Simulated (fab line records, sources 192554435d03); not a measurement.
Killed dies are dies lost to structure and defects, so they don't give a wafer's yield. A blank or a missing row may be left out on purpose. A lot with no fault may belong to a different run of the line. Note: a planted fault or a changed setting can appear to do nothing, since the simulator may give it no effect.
fab line records ; flow n5-finfet
[record] lots = 7; wafers = 21; last-day = 18
route steps=1938 shown BEOL_M11@1567
lots untouched by any fault: they come from a run of this same line in which no faults occurred
start-h: the number of hours between the record's first day and the start of the first shown wafer of the lot ; wait-h: hours from the lot's prior step to this one ; " unchanged from the row above ; L1.1+2: several wafers, shown together as one row ; - no value, or no start was given ; * or withheld: withheld ; < > ~ a bound
route shown NAME@n: a module of which the file shows steps, and the number in the route of the first ; usual: mean and standard deviation over wafers with no fault ; same: alike in all rows ; chamber/n: place in a boat ; sites: per-site readings ; _std_site: the standard deviation of these ; _edge_site: outer sites' mean less inner sites' ; radius-mm: how far each site lies from the wafer's centre ; mask NAME#n: copy n ; behind: the most recent tool/chamber to have shaped the wafer ; hold: why the lot was held/for how many hours/how that ended ; device: transistor that didn't switch, given as n, p or np ; end of line: the tests these same wafers got at the end of their route ; a step without rows: its recipe alone ; killed: count of dies lost to structure and defects at first sort (not the wafer's yield) ; map: dies across one wafer; x = killed, . = not, _ = none there
set.NAME: the setting that was run; set.NAME@STEP: the one run at that earlier step ; model.NAME: the simulator's own value behind a step, which no gauge read
a table for each step, a row for each wafer; lots at some steps of the route
services: the hour from which a tool's chamber was out of use, counted from the record's first day as start-h (under 0 if before that day), plus the number of hours and why
[[steps]]
[step N5_BEOL_M11_DEVELOP_27]
[recipe] develop-time-s = 30; developer = TMAH; resist = CAR-ArF; rinse-liquid = diw; dry = air-spin; dev-temp-c = 23
[step N5_BEOL_M11_CD_MEAS_28]
[recipe] target-cd-nm = 70; landing-energy-ev = 500; detector = se-inlens; polarity = opening
[usual] cd-nm = 70.1/0.87
lot.wafer;tool;chamber;start-h;wait-h;cd-nm
L949.1;cd-sem-01;0;249.82;-;69.4
L949.3;cd-sem-01;0;249.82;-;69.6
L949.6;cd-sem-01;0;249.82;-;70.2
L951.1;cd-sem-01;0;254.01;-;71.0
L951.4;cd-sem-01;0;254.01;-;70.9
L951.5;cd-sem-01;0;254.01;-;70.3
L957.1;cd-sem-02;0;295.62;-;70.8
L957.3;cd-sem-02;0;295.62;-;69.4
L957.6;cd-sem-02;0;295.62;-;69.5
L958.3;cd-sem-02;0;307.06;-;70.1
L958.5;cd-sem-02;0;307.06;-;69.7
L958.6;cd-sem-02;0;307.06;-;70.0
L961.2;cd-sem-03;0;313.04;-;70.0
L961.3;cd-sem-03;0;313.04;-;69.7
L961.6;cd-sem-03;0;313.04;-;69.2
L962.1;cd-sem-02;0;340.02;-;69.8
L962.2;cd-sem-02;0;340.02;-;70.9
L962.3;cd-sem-02;0;340.02;-;71.4
L966.2;cd-sem-03;0;376.36;-;68.8
L966.3;cd-sem-03;0;376.36;-;69.2
L966.4;cd-sem-03;0;376.36;-;68.8
[step N5_BEOL_M11_OVL_MEAS_29]
[recipe] points-per-wafer = 44
[usual] V10_OVL = 0.5/0.71
lot.wafer;tool;chamber;start-h;wait-h;V10_OVL[nm]
L949.1;overlay-02;0;249.85;0.0;0.6
L949.3;overlay-02;0;249.85;0.0;0.0
L949.6;overlay-02;0;249.85;0.0;2.2
L951.1;overlay-01;0;254.04;0.0;0.3
L951.4;overlay-01;0;254.04;0.0;0.4
L951.5;overlay-01;0;254.04;0.0;-0.3
L957.1;overlay-01;0;295.65;0.0;0.6
L957.3;overlay-01;0;295.65;0.0;-0.7
L957.6;overlay-01;0;295.65;0.0;0.0
L958.3;overlay-01;0;307.09;0.0;0.6
L958.5;overlay-01;0;307.09;0.0;0.6
L958.6;overlay-01;0;307.09;0.0;0.7
L961.2;overlay-02;0;313.06;0.0;0.8
L961.3;overlay-02;0;313.06;0.0;0.2
L961.6;overlay-02;0;313.06;0.0;1.3
L962.1;overlay-02;0;340.05;0.0;-0.1
L962.2;overlay-02;0;340.05;0.0;0.3
L962.3;overlay-02;0;340.05;0.0;-0.5
L966.2;overlay-01;0;376.39;0.0;1.3
L966.3;overlay-01;0;376.39;0.0;1.9
L966.4;overlay-01;0;376.39;0.0;1.6
[step N5_BEOL_M11_INSPECT_30]
[recipe] mode = adi; inspect-instrument = brightfield
[usual] raw-defect-count = 415/83
lot.wafer;tool;chamber;start-h;wait-h;raw-defect-count
L949.1;defect-inspect-02;-;249.88;0.0;363
L949.3;defect-inspect-02;-;249.88;0.0;405
L949.6;defect-inspect-02;-;249.88;0.0;521
L951.1;defect-inspect-02;-;254.06;0.0;607
L951.4;defect-inspect-02;-;254.06;0.0;592
L951.5;defect-inspect-02;-;254.06;0.0;481
L957.1;defect-inspect-01;-;295.67;0.0;333
L957.3;defect-inspect-01;-;295.67;0.0;311
L957.6;defect-inspect-01;-;295.67;0.0;482
L958.3;defect-inspect-01;-;307.11;0.0;471
L958.5;defect-inspect-01;-;307.11;0.0;342
L958.6;defect-inspect-01;-;307.11;0.0;286
L961.2;defect-inspect-01;-;313.09;0.0;550
L961.3;defect-inspect-01;-;313.09;0.0;475
L961.6;defect-inspect-01;-;313.09;0.0;380
L962.1;defect-inspect-01;-;340.07;0.0;405
L962.2;defect-inspect-01;-;340.07;0.0;312
L962.3;defect-inspect-01;-;340.07;0.0;389
L966.2;defect-inspect-01;-;376.41;0.0;403
L966.3;defect-inspect-01;-;376.41;0.0;293
L966.4;defect-inspect-01;-;376.41;0.0;332
[step N5_BEOL_M11_DESCUM_33]
[recipe] chemistry = O2; time-s = 7.9; source-power-w = 50; bias-power-w = 20; pressure-mtorr = 20; rf-frequency-hz = 2.712e+07; temp-c = 40; resist = CAR-ArF; o2-flow-sccm = 225
[usual] drypump-motor-current-A = 5.7/0.42; oes-product-au = 0.79/0.09; rf-vpp-V = 243.0/1.3; showerhead-plenum-p-Torr = 2.09/0.062; throttle-valve-pct = 20.47/0.25
lot.wafer;tool;chamber;start-h;wait-h;drypump-motor-current-A;oes-product-au;rf-hours-counter-h;rf-vpp-V;showerhead-plenum-p-Torr;throttle-valve-pct
L949.1;rie-diel-06;2;249.91;0.0;5.9;0.70;225;244.1;2.16;20.55
L949.3;rie-diel-06;3;249.91;0.0;5.2;0.73;186;243.9;2.17;20.25
L949.6;rie-diel-06;1;249.91;0.0;5.8;0.71;-;240.4;2.01;20.70
L951.1;rie-diel-04;0;254.10;0.0;5.6;0.80;83;243.3;2.04;20.56
L951.4;rie-diel-04;2;254.10;0.0;6.5;0.91;-;242.4;2.04;20.63
L951.5;rie-diel-04;3;254.10;0.0;5.1;0.75;-;243.3;2.08;20.72
L957.1;rie-diel-06;2;295.71;0.0;5.9;0.69;238;245.2;2.15;20.56
L957.3;rie-diel-06;1;295.71;0.0;5.8;0.71;186;241.7;2.00;20.72
L957.6;rie-diel-06;0;295.71;0.0;5.7;0.92;-;244.3;2.13;19.99
L958.3;rie-diel-06;0;307.19;0.1;5.7;0.91;25;243.8;2.13;20.01
L958.5;rie-diel-06;2;307.19;0.1;5.9;0.68;-;244.3;2.15;20.60
L958.6;rie-diel-06;3;307.19;0.1;5.2;0.72;-;245.6;2.16;20.31
L961.2;rie-diel-06;1;313.88;0.8;5.8;0.70;192;241.4;2.00;20.74
L961.3;rie-diel-06;0;313.88;0.8;5.7;0.91;27;244.9;2.13;20.01
L961.6;rie-diel-06;2;313.88;0.8;5.9;0.68;-;243.6;2.15;20.58
L962.1;rie-diel-04;3;340.13;0.1;5.1;0.73;191;243.6;2.07;20.77
L962.2;rie-diel-04;0;340.13;0.1;5.6;0.77;107;241.9;2.03;20.60
L962.3;rie-diel-04;2;340.13;0.1;6.5;0.86;49;242.3;2.03;20.66
L966.2;rie-diel-05;2;377.13;0.7;5.1;0.80;108;243.8;2.10;20.35
L966.3;rie-diel-05;2;377.13;0.7;5.1;0.80;-;241.8;2.10;20.35
L966.4;rie-diel-05;3;377.13;0.7;5.7;0.77;-;241.7;2.01;20.29
[step N5_BEOL_M11_ETCH_65]
[recipe] chemistry = CF4; target = SiARC; target-depth-a = 390; mask-material = CAR-ArF; time-s = 65; ion-energy-ev = 80; pressure-mtorr = 40; source-w = 545; bias-w = 36; Ar_flow_sccm = 100; cf4-flow-sccm = 100; ends = cleared
[step N5_BEOL_M11_ETCH_66]
[recipe] chemistry = N2/H2; target = SOC; target-depth-a = 1200; overetch-a = 240; mask-material = SiARC; temp-c = 40; time-s = 180; ion-energy-ev = 200; pressure-mtorr = 30; source-w = 840; bias-w = 150; n2-flow-sccm = 200; h2-flow-sccm = 200
[usual] drypump-motor-current-A = 5.7/0.42; n2-flow-sccm = 200.0/0.58; oes-product-au = 0.64/0.069; rf-vpp-V = 523.7/2.3; showerhead-plenum-p-Torr = 2.53/0.08; throttle-valve-pct = 17.82/0.24
lot.wafer;tool;chamber;start-h;wait-h;drypump-motor-current-A;n2-flow-sccm;oes-product-au;rf-hours-counter-h;rf-vpp-V;showerhead-plenum-p-Torr;throttle-valve-pct
L949.1;rie-diel-06;2;250.00;0.0;6.0;200.1;0.57;226;526.3;2.61;17.88
L949.3;rie-diel-06;3;250.00;0.0;5.2;199.7;0.60;186;528.5;2.63;17.62
L949.6;rie-diel-06;1;250.00;0.0;5.8;199.7;0.58;-;522.8;2.43;17.95
L951.1;rie-diel-04;0;254.18;0.0;5.6;199.7;0.65;83;523.1;2.47;17.88
L951.4;rie-diel-04;2;254.18;0.0;6.5;200.4;0.72;-;522.8;2.47;17.87
L951.5;rie-diel-04;3;254.18;0.0;5.1;200.5;0.61;-;524.5;2.55;18.18
L957.1;rie-diel-06;2;295.79;0.0;5.9;200.1;0.56;239;525.6;2.61;17.91
L957.3;rie-diel-06;1;295.79;0.0;5.8;200.8;0.58;186;521.0;2.42;17.97
L957.6;rie-diel-06;0;295.79;0.0;5.7;199.6;0.74;-;525.4;2.61;17.44
L958.3;rie-diel-06;0;307.27;0.0;5.7;199.2;0.74;25;525.6;2.61;17.47
L958.5;rie-diel-06;2;307.27;0.0;6.0;199.5;0.56;-;524.2;2.61;17.92
L958.6;rie-diel-06;3;307.27;0.0;5.2;199.8;0.58;-;526.3;2.63;17.63
L961.2;rie-diel-06;1;313.96;0.0;5.8;199.9;0.58;192;521.0;2.42;17.99
L961.3;rie-diel-06;0;313.96;0.0;5.8;199.4;0.73;27;524.9;2.61;17.44
L961.6;rie-diel-06;2;313.96;0.0;5.9;199.1;0.56;-;526.1;2.61;17.93
L962.1;rie-diel-04;3;340.22;0.0;5.1;200.0;0.60;191;525.1;2.53;18.25
L962.2;rie-diel-04;0;340.22;0.0;5.6;200.8;0.63;107;522.9;2.46;17.93
L962.3;rie-diel-04;2;340.22;0.0;6.5;200.2;0.69;49;521.5;2.46;17.92
L966.2;rie-diel-05;2;377.26;0.1;5.1;199.7;0.65;108;524.7;2.55;17.69
L966.3;rie-diel-05;2;377.26;0.1;5.1;200.2;0.65;-;524.3;2.55;17.67
L966.4;rie-diel-05;3;377.26;0.1;5.6;199.6;0.63;-;521.0;2.44;17.62
[step N5_BEOL_M11_STRIP_69]
[recipe] chemistry = N2/H2; temp-c = 40; n2-flow-sccm = 200; h2-flow-sccm = 200; rf-frequency-hz = 6e+07
[step N5_BEOL_M11_VIA_ETCH_34]
[recipe] chemistry = C4F6/O2; target = SiCOH_lowk; target-depth-a = 1845; mask-material = SOC; taper-deg = 4; time-s = 69.2; ion-energy-ev = 250; pressure-mtorr = 30; source-w = 345; bias-w = 185; Ar_flow_sccm = 300; C4F6_flow_sccm = 10; O2_flow_sccm = 10
[usual] drypump-motor-current-A = 5.7/0.42; oes-product-au = 0.79/0.092; rf-vpp-V = 667/8.3; showerhead-plenum-p-Torr = 2.84/0.087; throttle-valve-pct = 20.94/0.24
lot.wafer;tool;chamber;start-h;wait-h;drypump-motor-current-A;oes-product-au;rf-hours-counter-h;rf-vpp-V;showerhead-plenum-p-Torr;throttle-valve-pct
L949.1;rie-diel-06;2;250.12;0.0;5.9;0.69;226;679;2.93;21.05
L949.3;rie-diel-06;3;250.12;0.0;5.2;0.73;186;674;2.95;20.74
L949.6;rie-diel-06;1;250.12;0.0;5.8;0.71;-;659;2.72;21.09
L951.1;rie-diel-04;0;254.31;0.0;5.6;0.81;83;667;2.77;20.97
L951.4;rie-diel-04;2;254.31;0.0;6.5;0.91;-;657;2.77;21.02
L951.5;rie-diel-04;3;254.31;0.0;5.1;0.75;-;657;2.85;21.25
L957.1;rie-diel-06;2;295.92;0.0;5.9;0.68;239;678;2.92;21.05
L957.3;rie-diel-06;1;295.92;0.0;5.7;0.70;186;659;2.72;21.11
L957.6;rie-diel-06;0;295.92;0.0;5.7;0.93;-;671;2.90;20.50
L958.3;rie-diel-06;0;307.40;0.0;5.7;0.91;25;671;2.90;20.49
L958.5;rie-diel-06;2;307.40;0.0;6.0;0.69;-;680;2.92;21.05
L958.6;rie-diel-06;3;307.40;0.0;5.2;0.72;-;673;2.94;20.79
L961.2;rie-diel-06;1;314.09;0.0;5.8;0.69;192;659;2.71;21.12
L961.3;rie-diel-06;0;314.09;0.0;5.7;0.92;27;671;2.90;20.48
L961.6;rie-diel-06;2;314.09;0.0;6.0;0.68;-;680;2.92;21.06
L962.1;rie-diel-04;3;340.34;0.0;5.1;0.74;191;656;2.84;21.31
L962.2;rie-diel-04;0;340.34;0.0;5.6;0.78;107;667;2.75;21.02
L962.3;rie-diel-04;2;340.34;0.0;6.5;0.86;49;657;2.76;21.05
L966.2;rie-diel-05;2;377.45;0.0;5.1;0.81;108;661;2.86;20.90
L966.3;rie-diel-05;2;377.45;0.0;5.1;0.79;-;660;2.86;20.88
L966.4;rie-diel-05;3;377.45;0.0;5.7;0.77;-;660;2.72;20.65
[step N5_BEOL_M11_STRIP_73]
[recipe] chemistry = C4F6/O2; resist = SiARC; rf-frequency-hz = 6e+07
[step N5_BEOL_M11_STRIP_36]
[recipe] chemistry = N2/H2; power-w = 450; temp-c = 40; pressure-mtorr = 20; rf-frequency-hz = 6e+07; overash-fraction = 0.3; bias-power-w = 7; h2-frac = 0.5; n2-flow-sccm = 200; h2-flow-sccm = 200
[usual] drypump-motor-current-A = 5.7/0.42; n2-flow-sccm = 200.0/0.65; oes-product-au = 0.79/0.091; rf-vpp-V = 58.9/1.8; showerhead-plenum-p-Torr = 2.53/0.08; throttle-valve-pct = 23.57/0.27
[same] overash-fraction = 0.3
lot.wafer;tool;chamber;start-h;wait-h;drypump-motor-current-A;n2-flow-sccm;oes-product-au;rf-hours-counter-h;rf-vpp-V;showerhead-plenum-p-Torr;throttle-valve-pct
L949.1;rie-diel-06;2;250.18;0.0;6.0;201.6;0.69;226;59.6;2.61;23.61
L949.3;rie-diel-06;3;250.18;0.0;5.2;200.5;0.74;186;61.5;2.63;23.18
L949.6;rie-diel-06;1;250.18;0.0;5.7;199.6;0.72;-;58.0;2.42;23.65
L951.1;rie-diel-04;0;254.37;0.0;5.6;199.3;0.81;83;56.8;2.47;23.65
L951.4;rie-diel-04;2;254.37;0.0;6.5;200.4;0.91;-;57.3;2.47;23.74
L951.5;rie-diel-04;3;254.37;0.0;5.1;201.0;0.77;-;62.5;2.54;24.05
L957.1;rie-diel-06;2;295.98;0.0;5.9;199.5;0.70;239;58.1;2.60;23.60
L957.3;rie-diel-06;1;295.98;0.0;5.8;200.0;0.69;186;61.6;2.42;23.59
L957.6;rie-diel-06;0;295.98;0.0;5.7;199.8;0.91;-;62.4;2.60;23.32
L958.3;rie-diel-06;0;307.46;0.0;5.7;199.7;0.91;25;57.8;2.60;23.31
L958.5;rie-diel-06;2;307.46;0.0;5.9;201.7;0.69;-;57.4;2.60;23.60
L958.6;rie-diel-06;3;307.46;0.0;5.2;200.1;0.72;-;60.4;2.62;23.24
L961.2;rie-diel-06;1;314.15;0.0;5.8;200.5;0.71;192;61.5;2.41;23.62
L961.3;rie-diel-06;0;314.15;0.0;5.7;200.6;0.90;27;56.2;2.60;23.33
L961.6;rie-diel-06;2;314.15;0.0;5.9;200.1;0.68;-;57.9;2.60;23.59
L962.1;rie-diel-04;3;340.40;0.0;5.1;200.9;0.74;191;60.0;2.53;24.08
L962.2;rie-diel-04;0;340.40;0.0;5.6;199.8;0.76;107;56.1;2.46;23.75
L962.3;rie-diel-04;2;340.40;0.0;6.5;200.4;0.89;49;57.0;2.46;23.75
L966.2;rie-diel-05;2;377.54;0.0;5.1;199.8;0.81;108;59.4;2.55;23.34
L966.3;rie-diel-05;2;377.54;0.0;5.1;198.8;0.81;-;57.7;2.55;23.32
L966.4;rie-diel-05;3;377.54;0.0;5.7;199.7;0.76;-;57.5;2.44;23.39
[step N5_BEOL_M11_TRENCH_ETCH_37]
[recipe] chemistry = C4F6/O2; target-depth-a = 1488.3; target = SiCOH_lowk; time-s = 48; ion-energy-ev = 250; pressure-mtorr = 30; source-w = 345; bias-w = 185; Ar_flow_sccm = 300; C4F6_flow_sccm = 10; O2_flow_sccm = 10
[usual] drypump-motor-current-A = 5.7/0.42; oes-product-au = 0.79/0.09; rf-vpp-V = 667/8.5; showerhead-plenum-p-Torr = 2.84/0.087; throttle-valve-pct = 20.96/0.24
lot.wafer;tool;chamber;start-h;wait-h;drypump-motor-current-A;oes-product-au;rf-hours-counter-h;rf-vpp-V;showerhead-plenum-p-Torr;throttle-valve-pct
L949.1;rie-diel-06;2;-;-;5.9;0.69;226;680;2.93;21.06
L949.3;rie-diel-06;3;-;-;5.2;0.73;186;676;2.95;20.77
L949.6;rie-diel-06;1;-;-;5.8;0.70;-;660;2.72;21.13
L951.1;rie-diel-04;0;-;-;5.6;0.81;83;668;2.77;20.99
L951.4;rie-diel-04;2;-;-;6.5;0.90;-;656;2.77;21.03
L951.5;rie-diel-04;3;-;-;5.1;0.75;-;657;2.85;21.30
L957.1;rie-diel-06;2;-;-;5.9;0.70;239;679;2.92;21.09
L957.3;rie-diel-06;1;-;-;5.8;0.71;186;659;2.72;21.13
L957.6;rie-diel-06;0;-;-;5.7;0.93;-;672;2.90;20.50
L958.3;rie-diel-06;0;-;-;5.7;0.91;25;671;2.90;20.51
L958.5;rie-diel-06;2;-;-;5.9;0.68;-;678;2.92;21.08
L958.6;rie-diel-06;3;-;-;5.2;0.71;-;676;2.94;20.80
L961.2;rie-diel-06;1;-;-;5.8;0.70;192;658;2.71;21.15
L961.3;rie-diel-06;0;-;-;5.7;0.91;27;671;2.90;20.52
L961.6;rie-diel-06;2;-;-;6.0;0.68;-;680;2.92;21.09
L962.1;rie-diel-04;3;-;-;5.1;0.73;191;655;2.84;21.32
L962.2;rie-diel-04;0;-;-;5.6;0.78;107;668;2.75;21.04
L962.3;rie-diel-04;2;-;-;6.5;0.86;49;656;2.76;21.09
L966.2;rie-diel-05;2;-;-;5.1;0.80;108;660;2.86;20.91
L966.3;rie-diel-05;2;-;-;5.1;0.79;-;660;2.86;20.91
L966.4;rie-diel-05;3;-;-;5.6;0.77;-;660;2.72;20.69
[step N5_BEOL_M11_ETCH_41]
[recipe] chemistry = CH3F/O2; target = SiCN; target-depth-a = 426; taper-deg = 2; time-s = 86; ion-energy-ev = 120; mask-material = TiN; pressure-mtorr = 30; source-w = 395; bias-w = 75; Ar_flow_sccm = 150; CH3F_flow_sccm = 30; O2_flow_sccm = 20
[usual] drypump-motor-current-A = 5.7/0.42; oes-product-au = 0.79/0.091; rf-vpp-V = 297.2/1.6; showerhead-plenum-p-Torr = 1.99/0.064; throttle-valve-pct = 16.36/0.24
lot.wafer;tool;chamber;start-h;wait-h;drypump-motor-current-A;oes-product-au;rf-hours-counter-h;rf-vpp-V;showerhead-plenum-p-Torr;throttle-valve-pct;model.etch.depth-nm
L949.1;rie-diel-06;2;250.26;-;5.9;0.70;226;299.9;2.06;16.50;32.02
L949.3;rie-diel-06;3;250.26;-;5.2;0.74;186;299.2;2.07;16.23;32.39
L949.6;rie-diel-06;1;250.26;-;5.8;0.71;-;295.2;1.91;16.54;31.87
L951.1;rie-diel-04;0;254.45;-;5.6;0.81;83;294.7;1.94;16.38;33.09
L951.4;rie-diel-04;2;254.45;-;6.5;0.90;-;295.4;1.94;16.36;33.07
L951.5;rie-diel-04;3;254.45;-;5.1;0.75;-;297.7;2.00;16.65;32.2
L957.1;rie-diel-06;2;296.06;-;5.9;0.70;239;299.7;2.06;16.53;32.56
L957.3;rie-diel-06;1;296.06;-;5.8;0.71;186;295.2;1.90;16.54;32.18
L957.6;rie-diel-06;0;296.06;-;5.7;0.69;-;298.6;2.04;15.88;19.86
L958.3;rie-diel-06;0;307.54;-;5.7;0.91;25;297.7;2.04;15.90;32.73
L958.5;rie-diel-06;2;307.54;-;5.9;0.68;-;299.3;2.06;16.53;31.84
L958.6;rie-diel-06;3;307.54;-;5.2;0.54;-;298.3;2.07;16.25;19.1
L961.2;rie-diel-06;1;314.23;-;5.7;0.52;192;294.9;1.90;16.57;18.99
L961.3;rie-diel-06;0;314.23;-;5.7;0.91;27;297.6;2.04;15.89;33.05
L961.6;rie-diel-06;2;314.23;-;5.9;0.50;-;299.0;2.05;16.54;19.09
L962.1;rie-diel-04;3;340.48;-;5.1;0.73;191;295.1;1.99;16.70;32.12
L962.2;rie-diel-04;0;340.48;-;5.6;0.78;107;294.2;1.93;16.41;33.09
L962.3;rie-diel-04;2;340.48;-;6.5;0.87;50;295.8;1.93;16.40;33.11
L966.2;rie-diel-05;2;377.66;-;5.1;0.79;108;297.1;2.01;16.31;32.13
L966.3;rie-diel-05;2;377.66;-;5.1;0.79;-;298.5;2.01;16.31;32.14
L966.4;rie-diel-05;3;377.66;-;5.6;0.76;-;297.3;1.91;16.15;31.85
[step N5_BEOL_M11_STRIP_77]
[recipe] chemistry = N2/H2; time-s = 10; power-w = 450; temp-c = 40; pressure-mtorr = 20; rf-frequency-hz = 6e+07; bias-power-w = 7; n2-flow-sccm = 200; h2-flow-sccm = 200
[[services]]
tool;chamber;start-h;hours;kind
rie-diel-04;1;244.83;-;clean
rie-diel-04;1;244.83;-;consumable-replace:focus-ring
rie-diel-04;1;244.83;22.6;scheduled-down
rie-diel-04;1;244.83;22.6;vent-cycle
rie-diel-04;-;284.96;14.6;pm
rie-diel-06;2;331.19;-;clean
rie-diel-06;2;331.19;-;consumable-replace:focus-ring
rie-diel-06;2;331.19;25.2;scheduled-down
rie-diel-06;2;331.19;25.2;vent-cycle
rie-diel-04;1;335.55;41.2;repair
rie-diel-05;0;361.04;-;clean
rie-diel-05;0;361.04;-;consumable-replace:focus-ring
rie-diel-05;0;361.04;27.7;scheduled-down
rie-diel-05;0;361.04;27.7;vent-cycle
rie-diel-05;1;370.95;7.8;repair
[[key]]
[first-sign] step = N5_BEOL_M11_ETCH_41; reading = oes-product-au; direction = down; sigmas = 2.4; usual = 0.79; struck = 0.57; wafers-moved = 3
effect none on later readings
[model-effect] step = N5_BEOL_M11_ETCH_41; value = etch.depth-nm; without = 32.47; struck = 19.26
met-at N5_BEOL_M11_ETCH_41
struck-wafers L957.6,L958.6,L961.2,L961.6
onset-between 250.26 296.06
[fault] kind = process-parameter-drift; tool = rie-diel-06; chamber = -; onset-h = 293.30; steps = N5_BEOL_M11_ETCH_41; channel = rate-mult; offset = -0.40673; shape = step; end-h = 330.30; scope = struck-wafers-only
